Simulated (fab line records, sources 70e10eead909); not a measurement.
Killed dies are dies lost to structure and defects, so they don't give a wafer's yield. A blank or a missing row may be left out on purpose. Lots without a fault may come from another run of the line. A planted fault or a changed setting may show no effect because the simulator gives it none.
fab line records | flow nand_harc
record lots=14 wafers=42 last_day=24
route steps=1159 shown A_STAIRCASE@561
lots that met no fault: from a run of the same line without faults
start_h: hours from the record's first day to the start of the lot's first wafer shown | wait_h: hours since the lot's step before | " the same as in the row above | L1.1+2: a row that stands for several wafers | - no value, or no start given | * or withheld: withheld | < > ~ a bound
route shown NAME@n: a module of which the file shows steps, and the number in the route of the first | usual: mean/standard deviation of fault-free wafers | same: alike in all rows | chamber/n: place in a boat | sites: the reading at each site | _std_site: their standard deviation | _edge_site: outer sites' mean less inner sites' | radius_mm: how far each site lies from the wafer's centre | mask NAME#n: copy n | behind: the tool/chamber that last shaped the wafer | hold: why the lot was held/for how many hours/how that ended | device: the transistor (n, p or np) that didn't switch | end of line: the same wafers' tests at the end of the route | a step without rows: its recipe alone | killed: dies lost to structure and defects at the first sort, not the wafer's yield | map: a wafer's dies, x killed, . not, _ none there
set.NAME: the setting as run; set.NAME@STEP: as run at that earlier step | model.NAME: the simulator's own value behind a step, which no gauge read
steps of the route over a sample of lots; a table a step, a row a wafer
services: from which hour (start_h, from the record's first day; less than 0 if before it) a tool's chamber was out of use, for how many hours, and why
## steps
# step NHARC_A_STAIRCASE_TRIM_24
# recipe time_s=211.2 o2_flow_sccm=500 ar_flow_sccm=0 bias_w=0 chemistry=O2
# usual drypump_motor_current_A=5.8/0.63 oes_product_au=0.997/0.015 rf_vpp_V=57.9/0.85 showerhead_plenum_p_Torr=3.55/0.19 throttle_valve_pct=17.036/0.0088
# same bias_w=0
# columns lot.wafer tool chamber start_h wait_h drypump_motor_current_A oes_product_au rf_hours_counter_h rf_vpp_V showerhead_plenum_p_Torr throttle_valve_pct
L157.1 rie_diel-03 0 - - 5.7 0.996 3 57.7 3.77 17.055
L157.4 " 2 " " 5.5 1.008 4 59.5 3.77 17.033
L157.2 " 3 " " 5.6 0.998 4 57.0 3.33 17.026
L159.4 rie_diel-02 2 - - 6.8 0.986 39 57.3 3.60 17.037
L159.3 " 3 " " 5.5 1.013 37 57.3 3.42 17.045
L159.6 " 0 " " 4.9 0.999 - 57.8 3.79 17.032
L158.3 rie_diel-11 1 - - 5.5 0.987 19 56.7 3.33 17.045
L158.1 " 2 " " 6.1 1.002 20 56.9 3.32 17.040
L158.6 " 3 " " 5.4 0.967 - 57.2 3.35 17.037
L160.3 rie_diel-11 0 - - 6.8 0.996 22 59.2 3.80 17.034
L160.2 " 3 " " 5.4 0.966 23 56.6 3.35 17.033
L160.6 " 0 " " 6.8 0.996 - 57.8 3.80 17.033
L161.4 rie_diel-03 1 - - 5.3 0.993 12 57.5 3.44 17.022
L161.2 " 2 " " 5.5 1.006 14 58.9 3.77 17.041
L161.6 " 1 " " 5.2 0.998 - 56.9 3.44 17.025
L163.1 rie_diel-02 0 - - 4.9 0.990 45 57.0 3.78 17.036
L163.4 " 2 " " 6.7 0.998 46 57.6 3.59 17.039
L163.5 " 3 " " 5.5 1.031 - 57.0 3.42 17.026
L162.1 rie_diel-03 1 - - 5.2 1.002 18 57.6 3.44 17.029
L162.4 " 2 " " 5.5 1.001 20 58.3 3.76 17.036
L162.6 " 3 " " 5.6 0.996 - 57.6 3.32 17.037
L164.1 rie_diel-02 1 - - 6.6 1.012 48 58.0 3.67 17.040
L164.4 " 2 " " 6.7 0.994 49 58.0 3.59 17.024
L164.5 " 2 " " 6.8 1.001 - 59.4 3.59 17.053
L166.3 rie_diel-11 0 - - 6.9 0.992 31 57.7 3.79 17.029
L166.1 " 1 " " 5.5 0.985 32 58.2 3.32 17.040
L166.6 " 0 " " 6.9 0.993 - 59.0 3.79 17.044
L165.3 rie_diel-11 0 - - 6.8 0.982 34 57.3 3.79 17.022
L165.1 " 3 " " 5.4 0.974 33 59.0 3.35 17.053
L165.6 " 1 " " 5.5 0.982 - 57.9 3.32 17.024
L169.4 rie_diel-11 1 - - 5.4 0.975 - 57.6 3.32 17.048
L169.6 " 2 " " 6.1 0.993 - 56.0 3.31 17.040
L169.5 " 3 " " 5.4 0.975 - 57.6 3.35 17.045
L175.2 rie_diel-03 2 - - 5.5 1.029 36 59.9 3.75 17.023
L175.5 " 2 " " 5.5 1.028 - 58.2 3.75 17.017
L175.6 " 3 " " 5.6 1.008 - 57.3 3.30 17.043
L176.4 rie_diel-11 3 - - 5.4 0.975 52 58.9 3.34 17.041
L176.5 " 3 " " 5.3 0.965 - 58.5 3.34 17.047
L176.6 " 0 " " 6.9 0.991 - 59.4 3.78 17.032
L178.4 rie_diel-02 1 - - 6.6 1.018 9 57.9 3.66 17.038
L178.5 " 0 " " 4.9 1.007 - 58.4 3.77 17.028
L178.6 " 1 " " 6.6 1.012 - 57.8 3.66 17.038
# step NHARC_A_STAIRCASE_ETCH_192
# recipe target_depth_a=1000 time_s=40.5 ion_energy_ev=400 c4f8_flow_sccm=20 o2_flow_sccm=10 ar_flow_sccm=withheld rf_w=600 bias_w=1000 chemistry=C4F8/O2
# usual bias_w=999.9/2.9 oes_product_au=0.939/0.014 rf_fwd_power_W=591.3/2.8 rf_vpp_V=896/6.7 run_length_s=61.78/0.3
# columns lot.wafer tool chamber start_h wait_h bias_w oes_product_au rf_fwd_power_W rf_hours_counter_h rf_vpp_V run_length_s
L157.4 rie_diel-03 1 233.76 - 1004.0 0.937 593.8 4 893 61.92
L157.1 " 3 " " 997.8 0.956 585.0 5 890 61.58
L157.2 " 0 " " 998.2 0.955 589.0 4 905 61.63
L159.4 rie_diel-03 0 254.14 - 1000.3 0.952 588.9 10 905 61.98
L159.3 " 2 " " 1004.1 0.949 594.6 12 904 62.10
L159.6 " 0 " " 1000.8 0.964 591.9 - 904 61.60
L158.3 rie_diel-02 2 254.60 - 1003.8 0.922 592.9 40 900 61.83
L158.1 " 0 " " 994.8 0.928 589.0 38 906 61.82
L158.6 " 3 " " 1003.5 0.955 592.2 - 892 61.62
L160.3 rie_diel-03 2 265.29 - 1001.0 0.939 588.7 15 905 62.14
L160.2 " 3 " " 998.8 0.948 588.1 14 888 61.92
L160.6 " 3 " " 1002.7 0.940 586.9 - 890 61.60
L161.2 rie_diel-11 1 265.64 - 999.5 0.935 594.5 25 888 61.16
L161.4 " 3 " " 998.8 0.905 590.6 24 888 61.54
L161.6 " 0 " " 995.3 0.932 588.6 - 907 62.12
L162.1 rie_diel-11 2 281.84 - 998.7 0.953 590.8 28 888 62.54
L162.4 " 1 " " 1000.8 0.921 596.3 28 889 61.74
L162.6 " 2 " " 1006.6 0.948 591.2 - 888 61.90
L163.4 rie_diel-02 3 282.59 - 1003.1 0.951 590.5 47 894 62.10
L163.1 " 1 " " 993.3 0.942 592.7 45 901 61.46
L163.5 " 2 " " 998.5 0.931 591.0 - 898 62.28
L164.4 rie_diel-02 3 289.30 - 1000.1 0.949 593.0 51 893 61.83
L164.1 " 0 " " 1001.0 0.927 589.0 51 906 61.79
L164.5 " 1 " " 998.1 0.940 589.1 - 901 61.64
L166.3 rie_diel-02 3 290.78 - 1001.6 0.940 593.7 52 892 62.00
L166.1 " 0 " " 1000.3 0.927 591.1 52 906 61.62
L166.6 " 2 " " 1004.0 0.933 594.9 - 899 61.65
L165.3 rie_diel-02 0 295.16 - 999.8 0.913 589.8 53 905 61.67
L165.1 " 2 " " 999.8 0.955 594.5 54 898 62.52
L165.6 " 1 " " 1000.9 0.953 590.8 - 901 61.67
L169.4 rie_diel-11 3 317.36 - 1001.5 0.910 593.3 - 890 61.47
L169.6 " 1 " " 999.5 0.907 590.7 - 888 61.41
L169.5 " 2 " " 997.4 0.923 593.4 - 888 61.98
L175.2 rie_diel-02 1 348.29 - 999.9 0.944 591.5 4 901 74.26
L175.5 " 2 " " 1005.7 0.957 593.3 - 899 74.68
L175.6 " 3 " " 995.2 0.949 592.5 - 892 74.34
L176.4 rie_diel-02 3 348.48 - 994.7 0.936 590.6 5 892 74.66
L176.5 " 3 " " 995.8 0.942 592.9 - 891 74.65
L176.6 " 0 " " 998.4 0.949 587.4 - 903 75.01
L178.4 rie_diel-11 0 366.81 - 995.0 0.940 591.9 - 905 61.96
L178.6 " 2 " " 996.7 0.957 591.1 - 888 62.10
L178.5 " 3 " " 992.5 0.934 589.5 - 889 61.72
# step NHARC_A_STAIRCASE_TRIM_193
# recipe time_s=211.2 o2_flow_sccm=500 ar_flow_sccm=0 bias_w=0 chemistry=O2
# usual drypump_motor_current_A=5.8/0.64 oes_product_au=0.998/0.014 rf_vpp_V=57.7/0.92 showerhead_plenum_p_Torr=3.54/0.19 throttle_valve_pct=17.036/0.0093
# same bias_w=0
# columns lot.wafer tool chamber start_h wait_h drypump_motor_current_A oes_product_au rf_hours_counter_h rf_vpp_V showerhead_plenum_p_Torr throttle_valve_pct
L157.1 rie_diel-03 0 - - 5.7 0.994 4 59.0 3.77 17.035
L157.4 " 2 " " 5.5 1.012 5 57.6 3.77 17.049
L157.2 " 3 " " 5.6 0.996 5 57.9 3.33 17.033
L159.4 rie_diel-03 1 - - 5.2 0.984 11 56.1 3.44 17.031
L159.3 " 0 " " 5.7 1.009 10 58.6 3.77 17.032
L159.6 " 1 " " 5.2 0.986 - 57.1 3.44 17.039
L158.1 rie_diel-02 1 - - 6.6 0.996 38 57.9 3.68 17.034
L158.3 " 3 " " 5.5 1.022 38 57.1 3.42 17.038
L158.6 " 2 " " 6.7 0.989 - 59.1 3.60 17.029
L160.2 rie_diel-03 1 - - 5.2 0.995 13 56.0 3.44 17.037
L160.3 " 0 " " 5.7 1.019 13 58.3 3.77 17.018
L160.6 " 1 " " 5.2 0.998 - 57.9 3.44 17.030
L161.2 rie_diel-11 1 - - 5.5 0.983 25 57.0 3.32 17.027
L161.4 " 3 " " 5.4 0.972 24 57.1 3.35 17.050
L161.6 " 0 " " 6.9 0.999 - 58.6 3.79 17.039
L162.4 rie_diel-11 2 - - 6.1 1.002 28 57.4 3.32 17.064
L162.1 " 0 " " 6.8 0.991 28 58.1 3.79 17.036
L162.6 " 2 " " 6.1 1.007 - 55.9 3.32 17.027
L163.1 rie_diel-02 1 - - 6.6 1.018 45 57.4 3.67 17.035
L163.4 " 3 " " 5.6 1.027 47 57.8 3.42 17.024
L163.5 " 0 " " 4.9 0.984 - 58.3 3.78 17.036
L164.4 rie_diel-02 0 - - 4.9 0.991 51 58.5 3.78 17.047
L164.1 " 2 " " 6.8 0.996 52 58.1 3.59 17.029
L164.5 " 1 " " 6.6 1.008 - 58.6 3.67 17.044
L166.3 rie_diel-02 3 - - 5.5 1.000 53 57.2 3.41 17.033
L166.1 " 0 " " 4.9 0.982 52 57.5 3.78 17.028
L166.6 " 3 " " 5.6 1.013 - 55.5 3.41 17.037
L165.1 rie_diel-02 0 - - 4.9 0.988 53 58.4 3.78 17.043
L165.3 " 2 " " 6.7 0.996 54 57.7 3.59 17.029
L165.6 " 1 " " 6.7 1.005 - 58.2 3.67 17.023
L169.4 rie_diel-11 2 - - 6.1 0.995 - 56.9 3.31 17.039
L169.5 " 3 " " 5.3 0.998 - 58.2 3.34 17.039
L169.6 " 1 " " 5.5 0.978 - 57.0 3.31 17.028
L175.2 rie_diel-02 0 - - 4.9 0.999 5 57.3 3.77 17.039
L175.5 " 1 " " 6.6 1.014 - 58.4 3.66 17.029
L175.6 " 2 " " 6.8 1.022 - 58.0 3.58 17.036
L176.4 rie_diel-02 1 - - 6.6 1.013 5 57.4 3.66 17.041
L176.6 " 0 " " 4.9 1.003 - 58.4 3.77 17.029
L176.5 " 1 " " 6.6 1.019 - 57.7 3.66 17.042
L178.5 rie_diel-11 2 - - 6.1 1.008 - 55.8 3.30 17.039
L178.6 " 3 " " 5.4 0.990 - 58.1 3.33 17.030
L178.4 " 0 " " 6.9 0.989 - 58.3 3.78 17.038
# step NHARC_A_STAIRCASE_ETCH_199
# recipe target_depth_a=1000 time_s=40.5 ion_energy_ev=400 c4f8_flow_sccm=20 o2_flow_sccm=10 ar_flow_sccm=withheld rf_w=600 bias_w=1000 chemistry=C4F8/O2
# usual bias_w=1000.1/2.8 oes_product_au=0.939/0.017 rf_fwd_power_W=591.1/2.5 rf_vpp_V=896/6.8 run_length_s=61.80/0.29
# columns lot.wafer tool chamber start_h wait_h bias_w oes_product_au rf_fwd_power_W rf_hours_counter_h rf_vpp_V run_length_s
L157.1 rie_diel-02 1 - - 1000.5 0.930 589.4 29 902 61.48
L157.4 " 2 " " 998.1 0.923 590.3 30 895 61.74
L157.2 " 3 " " 996.0 0.946 590.2 32 892 61.68
L159.3 rie_diel-11 0 - - 995.2 0.943 591.7 20 906 62.13
L159.4 " 1 " " 1002.4 0.950 591.6 20 890 61.48
L159.6 " 2 " " 1000.1 0.973 594.3 - 888 62.07
L158.3 rie_diel-02 0 - - 1002.3 0.932 588.9 39 905 61.71
L158.1 " 2 " " 995.3 0.927 595.2 40 898 61.69
L158.6 " 3 " " 999.8 0.957 591.4 - 891 61.50
L160.2 rie_diel-03 1 - - 1002.5 0.929 595.8 14 893 61.72
L160.3 " 2 " " 1001.3 0.946 592.6 15 905 62.08
L160.6 " 2 " " 1002.9 0.954 594.7 - 905 62.20
L161.4 rie_diel-11 1 - - 999.8 0.916 590.1 25 889 61.60
L161.2 " 3 " " 1000.0 0.917 590.4 24 890 61.61
L161.6 " 1 " " 1001.3 0.926 594.2 - 888 61.54
L162.4 rie_diel-11 0 - - 1002.8 0.920 587.7 28 905 62.16
L162.1 " 1 " " 998.5 0.912 590.5 29 887 61.32
L162.6 " 0 " " 1003.5 0.927 587.7 - 905 62.17
L163.1 rie_diel-02 1 - - 999.3 0.950 591.3 47 900 61.68
L163.4 " 3 " " 996.2 0.965 592.1 48 892 61.68
L163.5 " 2 " " 1000.5 0.950 591.2 - 898 61.66
L164.4 rie_diel-11 0 - - 999.9 0.944 586.6 33 905 62.07
L164.1 " 1 " " 1003.4 0.912 590.5 35 889 61.31
L164.5 " 3 " " 996.7 0.916 592.2 - 889 61.51
L166.3 rie_diel-03 2 - - 1002.3 0.965 590.2 27 905 61.95
L166.1 " 0 " " 1002.9 0.954 584.2 26 902 61.70
L166.6 " 3 " " 1001.0 0.956 584.5 - 890 61.35
L165.3 rie_diel-02 1 - - 1004.6 0.952 592.3 52 900 61.61
L165.1 " 2 " " 1000.6 0.938 592.4 55 897 61.61
L165.6 " 0 " " 1001.3 0.933 592.0 - 905 61.67
L169.6 rie_diel-11 2 - - 1003.5 0.920 592.6 - 888 61.92
L169.5 " 3 " " 1001.0 0.915 593.2 - 890 61.50
L169.4 " 1 " " 1001.8 0.902 593.9 - 890 61.34
L175.2 rie_diel-02 2 - - 991.2 0.947 593.1 5 900 62.34
L175.5 " 0 " " 1006.6 0.936 589.5 - 905 61.63
L175.6 " 1 " " 1002.1 0.938 591.4 - 901 62.13
L176.4 rie_diel-11 2 - - 998.2 0.930 591.1 53 887 62.04
L176.5 " 3 " " 999.6 0.920 591.9 - 888 61.63
L176.6 " 0 " " 1003.8 0.941 587.2 - 903 61.94
L178.4 rie_diel-11 2 - - 1000.9 0.947 589.9 - 888 62.76
L178.6 " 3 " " 996.6 0.930 591.5 - 889 62.18
L178.5 " 0 " " 1002.7 0.930 591.6 - 905 61.76
## services
# columns tool chamber start_h hours kind
rie_diel-02 0 208.80 - clean
rie_diel-02 1 208.80 - clean
rie_diel-02 2 208.80 - clean
rie_diel-02 3 208.80 - clean
rie_diel-03 - 215.54 9.0 pm
rie_diel-02 0 233.35 - clean
rie_diel-02 1 233.35 - clean
rie_diel-02 2 233.35 - clean
rie_diel-02 3 233.35 - clean
rie_diel-02 3 238.15 6.9 repair
rie_diel-02 0 257.85 - clean
rie_diel-02 1 257.85 - clean
rie_diel-02 2 257.85 - clean
rie_diel-02 3 257.85 - clean
rie_diel-02 0 282.35 - clean
rie_diel-02 1 282.35 - clean
rie_diel-02 2 282.35 - clean
rie_diel-02 3 282.35 - clean
rie_diel-11 0 306.26 16.5 repair
rie_diel-02 0 306.92 - clean
rie_diel-11 1 308.35 5.1 repair
rie_diel-03 2 312.97 20.5 repair
rie_diel-02 - 327.80 9.0 pm
rie_diel-11 2 329.28 7.2 repair
## key
first_sign step=NHARC_A_STAIRCASE_ETCH_192 reading=run_length_s direction=up sigmas=43 usual=* struck=*
effect none on later readings
met_at NHARC_A_STAIRCASE_ETCH_192
struck_lots L175,L176
later_rows_left_out L175.2,L175.5,L175.6,L176.4,L176.5,L176.6
sort_left_out L175.2,L175.5,L175.6,L176.4,L176.5,L176.6
tester_left_out L175,L176
not_acting_at NHARC_A_STAIRCASE_TRIM_24,NHARC_A_STAIRCASE_TRIM_193,NHARC_A_STAIRCASE_ETCH_199
onset_between 295.16 348.29
fault kind=process_parameter_drift tool=rie_diel-02 chamber=- onset_h=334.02 steps=NHARC_A_STAIRCASE_ETCH_192 channel=time_s offset=* shape=step end_h=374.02 acts_in=* stated=*
# tester_left_out: of these lots the tester's yield and bins aren't shown, on N5 and GAA mostly nor the transistor test; their killed dies are dies lost to structure and defects alone, not to doping, threshold or leakage, so they don't give the yield
# sort_left_out: the simulated sort isn't trusted on such a fault, so these wafers' sort isn't shown, and their yield isn't known
# later_rows_left_out: the simulator's readings of these wafers behind a module that went badly wrong aren't trusted and aren't shown, but for the sort
